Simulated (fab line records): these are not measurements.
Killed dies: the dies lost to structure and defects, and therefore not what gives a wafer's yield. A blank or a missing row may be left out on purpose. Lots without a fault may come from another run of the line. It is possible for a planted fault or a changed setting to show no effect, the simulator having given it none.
Which of the tools did it? / flow nandHarc / 12 lots with 36 wafers sampled at 5 steps, on a route of 1302 steps

## WHAT THE GAUGES READ, wafer by wafer
NHARC_END_SORT_01.
lot=L763; measured=day 24 19:16; on=prober-01; defectLimitedYield (%)=89.4 90.1 90.3; killedAtArray=67 63 62; killedAtOther=0 0 0; killedAtPeriphery=5 4 4; killedDies=72 67 66; killedOpen=2 3 6; killedShort=3 3 0; sort_bin_2_pct (%)=3.7 2.7 3.5; sort_bin_3_pct (%)=0.9 0.7 0.7; sort_bin_4_pct (%)=6.1 6.5 5.5; sortNPass=605 610 611; sortRimYieldPct (%)=83 83 88; sortYieldPct (%)=89.4 90.1 90.3
lot=L765; measured=day 25 15:18; on=prober-02; defectLimitedYield (%)=95.1 95.6 94.7; killedAtArray=30 24 30; killedAtOther=0 0 3; killedAtPeriphery=3 6 3; killedDies=33 30 36; killedOpen=5 6 3; killedShort=2 3 4; sort_bin_2_pct (%)=1.2 1.3 0.6; sort_bin_3_pct (%)=0.1 0.4 0.4; sort_bin_4_pct (%)=3.5 2.7 4.3; sortNPass=644 647 641; sortRimYieldPct (%)=92 90 92; sortYieldPct (%)=95.1 95.6 94.7
lot=L767; measured=day 25 14:32; on=prober-01; defectLimitedYield (%)=90.7 91.3 89.7; killedAtArray=58 56 65; killedAtOther=1 0 0; killedAtPeriphery=4 3 5; killedDies=63 59 70; killedOpen=4 3 6; killedShort=3 0 3; sort_bin_2_pct (%)=4.0 3.7 3.5; sort_bin_3_pct (%)=1.0 0.3 0.4; sort_bin_4_pct (%)=4.3 4.7 6.4; sortNPass=614 618 607; sortRimYieldPct (%)=96 94 94; sortYieldPct (%)=90.7 91.3 89.7
lot=L770; measured=day 27 03:37; on=prober-02; defectLimitedYield (%)=87.7 87.1 90.3; killedAtArray=80 83 64; killedAtOther=2 0 1; killedAtPeriphery=1 4 1; killedDies=83 87 66; killedOpen=2 7 1; killedShort=2 5 1; sort_bin_2_pct (%)=4.3 4.6 5.0; sort_bin_3_pct (%)=1.0 1.5 0.3; sort_bin_4_pct (%)=6.9 6.8 4.4; sortNPass=594 590 611; sortRimYieldPct (%)=96 93 94; sortYieldPct (%)=87.7 87.1 90.3
lot=L771; measured=day 27 03:35; on=prober-01; defectLimitedYield (%)=89.5 90.7 90.8; killedAtArray=71 63 62; killedAtOther=0 0 0; killedAtPeriphery=0 0 0; killedDies=71 63 62; killedOpen=4 1 2; killedShort=1 1 2; sort_bin_2_pct (%)=4.0 3.0 2.5; sort_bin_3_pct (%)=0.4 0.1 1.0; sort_bin_4_pct (%)=6.1 6.2 5.6; sortNPass=606 614 615; sortRimYieldPct (%)=92 85 92; sortYieldPct (%)=89.5 90.7 90.8
lot=L773; measured=day 28 15:35; on=prober-02; defectLimitedYield (%)=93.1 92.5 94.1; killedAtArray=44 48 39; killedAtOther=0 1 0; killedAtPeriphery=3 2 1; killedDies=47 51 40; killedOpen=5 5 2; killedShort=2 3 0; sort_bin_2_pct (%)=3.2 2.1 1.8; sort_bin_3_pct (%)=1.2 0.7 0.1; sort_bin_4_pct (%)=2.5 4.7 4.0; sortNPass=630 626 637; sortRimYieldPct (%)=94 92 99; sortYieldPct (%)=93.1 92.5 94.1
lot=L775; measured=day 29 03:35; on=prober-01; defectLimitedYield (%)=93.6 93.5 92.6; killedAtArray=42 42 43; killedAtOther=0 0 1; killedAtPeriphery=1 2 6; killedDies=43 44 50; killedOpen=1 3 5; killedShort=2 2 1; sort_bin_2_pct (%)=2.8 2.8 2.7; sort_bin_3_pct (%)=0.3 0.4 0.7; sort_bin_4_pct (%)=3.2 3.2 4.0; sortNPass=634 633 627; sortRimYieldPct (%)=89 87 88; sortYieldPct (%)=93.6 93.5 92.6
lot=L776; measured=day 30 13:27; on=prober-02; defectLimitedYield (%)=91.4 92.2 91.7; killedAtArray=54 52 53; killedAtOther=0 0 0; killedAtPeriphery=4 1 3; killedDies=58 53 56; killedOpen=4 2 6; killedShort=5 3 4; sort_bin_2_pct (%)=2.4 3.2 2.5; sort_bin_3_pct (%)=0.7 0.1 0.7; sort_bin_4_pct (%)=5.5 4.4 5.0; sortNPass=619 624 621; sortRimYieldPct (%)=90 93 96; sortYieldPct (%)=91.4 92.2 91.7
lot=L779; measured=day 30 12:34; on=prober-01; defectLimitedYield (%)=87.3 88.2 89.8; killedAtArray=78 77 64; killedAtOther=0 0 0; killedAtPeriphery=8 3 5; killedDies=86 80 69; killedOpen=3 1 2; killedShort=0 2 0; sort_bin_2_pct (%)=4.9 4.0 4.1; sort_bin_3_pct (%)=1.3 1.2 1.3; sort_bin_4_pct (%)=6.5 6.6 4.7; sortNPass=591 597 608; sortRimYieldPct (%)=87 88 84; sortYieldPct (%)=87.3 88.2 89.8
lot=L780; measured=day 32 10:42; on=prober-01; defectLimitedYield (%)=94.1 96.3 95.6; killedAtArray=36 23 27; killedAtOther=1 1 0; killedAtPeriphery=3 1 3; killedDies=40 25 30; killedOpen=6 3 4; killedShort=3 0 6; sort_bin_2_pct (%)=1.5 1.2 1.6; sort_bin_3_pct (%)=0.3 0 0.4; sort_bin_4_pct (%)=4.1 2.5 2.4; sortNPass=637 652 647; sortRimYieldPct (%)=89 91 92; sortYieldPct (%)=94.1 96.3 95.6
lot=L783; measured=day 33 06:49; on=prober-02; defectLimitedYield (%)=91.1 91.6 90.3; killedAtArray=53 54 62; killedAtOther=2 0 1; killedAtPeriphery=5 3 3; killedDies=60 57 66; killedOpen=2 4 5; killedShort=1 1 3; sort_bin_2_pct (%)=3.7 2.8 3.7; sort_bin_3_pct (%)=1.0 0.4 0.7; sort_bin_4_pct (%)=4.1 5.2 5.3; sortNPass=617 620 611; sortRimYieldPct (%)=77 78 78; sortYieldPct (%)=91.1 91.6 90.3
lot=L786; measured=day 33 19:35; on=prober-02; defectLimitedYield (%)=93.6 92.3 93.4; killedAtArray=39 49 39; killedAtOther=0 0 0; killedAtPeriphery=4 3 6; killedDies=43 52 45; killedOpen=2 4 5; killedShort=1 3 1; sort_bin_2_pct (%)=2.2 2.8 1.8; sort_bin_3_pct (%)=0.4 0 0.6; sort_bin_4_pct (%)=3.7 4.9 4.3; sortNPass=634 625 632; sortRimYieldPct (%)=91 89 92; sortYieldPct (%)=93.6 92.3 93.4

## WHAT TOOL EACH LOT RAN ON (gives the tool, then ch and the chambers of the sampled wafers, and finally the start)
lot=L763; NHARC_P_M1_ETCH_28=rieDiel-11 ch 0,3, day 6 13:56; NHARC_P_M1_PRE_CLEAN_30=pvdSputter-01, day 6 15:04 or earlier; NHARC_P_M1_PVD_20=pvdSputter-01, day 6 15:04 or earlier; NHARC_P_M1_ANNEAL_31=rtpAnneal-01 ch 0, day 6 15:04
lot=L765; NHARC_P_M1_ETCH_28=rieDiel-11 ch 1,2, day 7 03:08; NHARC_P_M1_PRE_CLEAN_30=pvdSputter-02, day 7 04:19 or earlier; NHARC_P_M1_PVD_20=pvdSputter-02, day 7 04:19 or earlier; NHARC_P_M1_ANNEAL_31=rtpAnneal-02 ch 0, day 7 04:19
lot=L767; NHARC_P_M1_ETCH_28=rieDiel-10 ch 1,3, day 7 16:41; NHARC_P_M1_PRE_CLEAN_30=pvdSputter-02, day 7 17:50 or earlier; NHARC_P_M1_PVD_20=pvdSputter-02, day 7 17:50 or earlier; NHARC_P_M1_ANNEAL_31=rtpAnneal-01 ch 0, day 7 17:50
lot=L770; NHARC_P_M1_ETCH_28=rieDiel-10 ch 0,2,3, day 9 08:55; NHARC_P_M1_PRE_CLEAN_30=pvdSputter-02, day 9 10:03 or earlier; NHARC_P_M1_PVD_20=pvdSputter-02, day 9 10:03 or earlier; NHARC_P_M1_ANNEAL_31=rtpAnneal-02 ch 0, day 9 10:03
lot=L771; NHARC_P_M1_ETCH_28=rieDiel-10 ch 0,2,3, day 9 10:32; NHARC_P_M1_PRE_CLEAN_30=pvdSputter-01, day 9 11:40 or earlier; NHARC_P_M1_PVD_20=pvdSputter-01, day 9 11:40 or earlier; NHARC_P_M1_ANNEAL_31=rtpAnneal-02 ch 0, day 9 11:40
lot=L773; NHARC_P_M1_ETCH_28=rieDiel-11 ch 0,2,3, day 10 10:38; NHARC_P_M1_PRE_CLEAN_30=pvdSputter-02, day 10 11:50 or earlier; NHARC_P_M1_PVD_20=pvdSputter-02, day 10 11:50 or earlier; NHARC_P_M1_ANNEAL_31=rtpAnneal-02 ch 0, day 10 11:50
lot=L775; NHARC_P_M1_ETCH_28=rieDiel-11 ch 1,2,3, day 11 04:31; NHARC_P_M1_PRE_CLEAN_30=pvdSputter-02, day 11 05:39 or earlier; NHARC_P_M1_PVD_20=pvdSputter-02, day 11 05:39 or earlier; NHARC_P_M1_ANNEAL_31=rtpAnneal-01 ch 0, day 11 05:39
lot=L776; NHARC_P_M1_ETCH_28=rieDiel-11 ch 0,1,3, day 12 04:52; NHARC_P_M1_PRE_CLEAN_30=pvdSputter-01, day 12 06:05 or earlier; NHARC_P_M1_PVD_20=pvdSputter-01, day 12 06:05 or earlier; NHARC_P_M1_ANNEAL_31=rtpAnneal-01 ch 0, day 12 06:05
lot=L779; NHARC_P_M1_ETCH_28=rieDiel-10 ch 0,1,3, day 12 21:27; NHARC_P_M1_PRE_CLEAN_30=pvdSputter-03, day 12 22:35 or earlier; NHARC_P_M1_PVD_20=pvdSputter-03, day 12 22:35 or earlier; NHARC_P_M1_ANNEAL_31=rtpAnneal-02 ch 0, day 12 22:35
lot=L780; NHARC_P_M1_ETCH_28=rieDiel-11 ch 0,3, day 13 04:20; NHARC_P_M1_PRE_CLEAN_30=pvdSputter-03, day 13 05:30 or earlier; NHARC_P_M1_PVD_20=pvdSputter-03, day 13 05:30 or earlier; NHARC_P_M1_ANNEAL_31=rtpAnneal-02 ch 0, day 13 05:30
lot=L783; NHARC_P_M1_ETCH_28=rieDiel-10 ch 0,1, day 14 15:17; NHARC_P_M1_PRE_CLEAN_30=pvdSputter-02, day 14 16:32 or earlier; NHARC_P_M1_PVD_20=pvdSputter-02, day 14 16:32 or earlier; NHARC_P_M1_ANNEAL_31=rtpAnneal-02 ch 0, day 14 16:32
lot=L786; NHARC_P_M1_ETCH_28=rieDiel-10 ch 0,1,3, day 15 22:10; NHARC_P_M1_PRE_CLEAN_30=pvdSputter-02, day 15 23:18 or earlier; NHARC_P_M1_PVD_20=pvdSputter-02, day 15 23:18 or earlier; NHARC_P_M1_ANNEAL_31=rtpAnneal-02 ch 0, day 15 23:18
- NHARC_P_M1_ETCH_28: etches the open film in CF4/N2, target depth 30 nm, time 72.99 s.
- NHARC_P_M1_PRE_CLEAN_30: time 30 s.
- NHARC_P_M1_PVD_20: deposits TaN, target thk 5 nm, time 8.06 s.
- NHARC_P_M1_ANNEAL_31: time 90 s.

## AS READ BY THE TOOLS THEMSELVES (means over the sampled wafers that have a number; for cases with no such wafer, the mark the record gives instead)
NHARC_P_M1_ETCH_28.
lot=L763; tool=rieDiel-11; drypumpMotorCurrentA (A)=5.6; oesProductAu (a.u.)=1.004; rfVppV (V)=314.6; showerheadPlenumPTorr (Torr)=2.67; throttleValvePct (%)=19.801
lot=L765; tool=rieDiel-11; drypumpMotorCurrentA (A)=5.4; oesProductAu (a.u.)=1.005; rfVppV (V)=315.2; showerheadPlenumPTorr (Torr)=2.65; throttleValvePct (%)=19.788
lot=L767; tool=rieDiel-10; drypumpMotorCurrentA (A)=5.1; oesProductAu (a.u.)=1.006; rfVppV (V)=316.6; showerheadPlenumPTorr (Torr)=2.75; throttleValvePct (%)=19.797
lot=L770; tool=rieDiel-10; drypumpMotorCurrentA (A)=6.0; oesProductAu (a.u.)=1.002; rfVppV (V)=315.9; showerheadPlenumPTorr (Torr)=2.72; throttleValvePct (%)=19.794
lot=L771; tool=rieDiel-10; drypumpMotorCurrentA (A)=6.0; oesProductAu (a.u.)=1.006; rfVppV (V)=315.4; showerheadPlenumPTorr (Torr)=2.72; throttleValvePct (%)=19.794
lot=L773; tool=rieDiel-11; drypumpMotorCurrentA (A)=6.1; oesProductAu (a.u.)=1.003; rfVppV (V)=315.0; showerheadPlenumPTorr (Torr)=2.66; throttleValvePct (%)=19.802
lot=L775; tool=rieDiel-11; drypumpMotorCurrentA (A)=5.9; oesProductAu (a.u.)=0.993; rfVppV (V)=314.3; showerheadPlenumPTorr (Torr)=2.61; throttleValvePct (%)=19.788
lot=L776; tool=rieDiel-11; drypumpMotorCurrentA (A)=5.5; oesProductAu (a.u.)=1.008; rfVppV (V)=314.4; showerheadPlenumPTorr (Torr)=2.62; throttleValvePct (%)=19.791
lot=L779; tool=rieDiel-10; drypumpMotorCurrentA (A)=5.5; oesProductAu (a.u.)=1.001; rfVppV (V)=316.5; showerheadPlenumPTorr (Torr)=2.73; throttleValvePct (%)=19.786
lot=L780; tool=rieDiel-11; drypumpMotorCurrentA (A)=6.0; oesProductAu (a.u.)=0.950; rfVppV (V)=313.5; showerheadPlenumPTorr (Torr)=2.59; throttleValvePct (%)=19.792
lot=L783; tool=rieDiel-10; drypumpMotorCurrentA (A)=6.0; oesProductAu (a.u.)=1.003; rfVppV (V)=315.8; showerheadPlenumPTorr (Torr)=2.70; throttleValvePct (%)=19.793
lot=L786; tool=rieDiel-10; drypumpMotorCurrentA (A)=5.5; oesProductAu (a.u.)=1.010; rfVppV (V)=315.8; showerheadPlenumPTorr (Torr)=2.73; throttleValvePct (%)=19.796

NHARC_P_M1_PRE_CLEAN_30.
lot=L763; tool=pvdSputter-01; heaterPowerW (W)=388
lot=L765; tool=pvdSputter-02; heaterPowerW (W)=399
lot=L767; tool=pvdSputter-02; heaterPowerW (W)=397
lot=L770; tool=pvdSputter-02; heaterPowerW (W)=390
lot=L771; tool=pvdSputter-01; heaterPowerW (W)=413
lot=L773; tool=pvdSputter-02; heaterPowerW (W)=405
lot=L775; tool=pvdSputter-02; heaterPowerW (W)=372
lot=L776; tool=pvdSputter-01; heaterPowerW (W)=393
lot=L779; tool=pvdSputter-03; heaterPowerW (W)=390
lot=L780; tool=pvdSputter-03; heaterPowerW (W)=386
lot=L783; tool=pvdSputter-02; heaterPowerW (W)=352
lot=L786; tool=pvdSputter-02; heaterPowerW (W)=385

NHARC_P_M1_PVD_20.
lot=L763; tool=pvdSputter-01; throttleValvePct (%)=30.6
lot=L765; tool=pvdSputter-02; throttleValvePct (%)=31.4
lot=L767; tool=pvdSputter-02; throttleValvePct (%)=31.4
lot=L770; tool=pvdSputter-02; throttleValvePct (%)=30.5
lot=L771; tool=pvdSputter-01; throttleValvePct (%)=30.2
lot=L773; tool=pvdSputter-02; throttleValvePct (%)=31.4
lot=L775; tool=pvdSputter-02; throttleValvePct (%)=30.6
lot=L776; tool=pvdSputter-01; throttleValvePct (%)=30.1
lot=L779; tool=pvdSputter-03; throttleValvePct (%)=30.1
lot=L780; tool=pvdSputter-03; throttleValvePct (%)=29.5
lot=L783; tool=pvdSputter-02; throttleValvePct (%)=30.2
lot=L786; tool=pvdSputter-02; throttleValvePct (%)=30.1

NHARC_P_M1_ANNEAL_31.
lot=L763 tool=rtpAnneal-01 annealTempCMax=225.7 wafer_temp_C_max=225.7
lot=L765 tool=rtpAnneal-02 annealTempCMax=225.9 wafer_temp_C_max=226.6
lot=L767 tool=rtpAnneal-01 annealTempCMax=225.5 wafer_temp_C_max=225.4
lot=L770 tool=rtpAnneal-02 annealTempCMax=226.2 wafer_temp_C_max=226.7
lot=L771 tool=rtpAnneal-02 annealTempCMax=226.1 wafer_temp_C_max=226.5
lot=L773 tool=rtpAnneal-02 annealTempCMax=226.1 wafer_temp_C_max=226.2
lot=L775 tool=rtpAnneal-01 annealTempCMax=225.6 wafer_temp_C_max=225.6
lot=L776 tool=rtpAnneal-01 annealTempCMax=225.7 wafer_temp_C_max=225.6
lot=L779 tool=rtpAnneal-02 annealTempCMax=226.1 wafer_temp_C_max=226.6
lot=L780 tool=rtpAnneal-02 annealTempCMax=226.0 wafer_temp_C_max=226.2
lot=L783 tool=rtpAnneal-02 annealTempCMax=226.5 wafer_temp_C_max=226.1
lot=L786 tool=rtpAnneal-02 annealTempCMax=226.1 wafer_temp_C_max=226.4

## THE ANSWER, worked out from the rows above alone
Rule: what is usual is taken from the lots themselves. Put in order of their means at a reading, lots are off if they are a third of the lots or fewer, leave a main group of 4 or more, and stand apart from it by a gap of 3 or more times the standard deviation of the main group's means; of several such gaps the widest counts. Not used: any main group whose means are identical at the precision the tables above print for the reading. A lot without any number at a reading at which 4 lots or more have one is off too. Any other lot the step has rows for is counted as sound. The gauges are gone through in route order, then the tools' own readings, and for those a lot's mean is taken as printed above. The first step at which some lot is off is used, and at that step the reading that is off furthest; a lot without a number counts as furthest.
Off at NHARC_P_M1_ETCH_28 (oesProductAu): L780. Main group: mean 1.004 a.u., sd 0.0042.
If a tool, at that step or one of the process steps before it, ran each lot that is off and ran no sound lot following the first of them, it fits. One candidate fits, namely rieDiel-11 at NHARC_P_M1_ETCH_28. A fault onset in the window from L776 (day 12 04:52, its last sound lot) to L780 (day 13 04:20, its first lot off) fits.
On the lots that are off, the tool's own readings at NHARC_P_M1_ETCH_28 differ by more than 5 times the standard deviation of the sound lots' means, which bears it out; oesProductAu reads 0.950 a.u. there versus 1.004 a.u. on the sound lots.

## WHAT THE SIMULATOR PUT IN
rieDiel-11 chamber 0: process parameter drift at NHARC_P_M1_ETCH_28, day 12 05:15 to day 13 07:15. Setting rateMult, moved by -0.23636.
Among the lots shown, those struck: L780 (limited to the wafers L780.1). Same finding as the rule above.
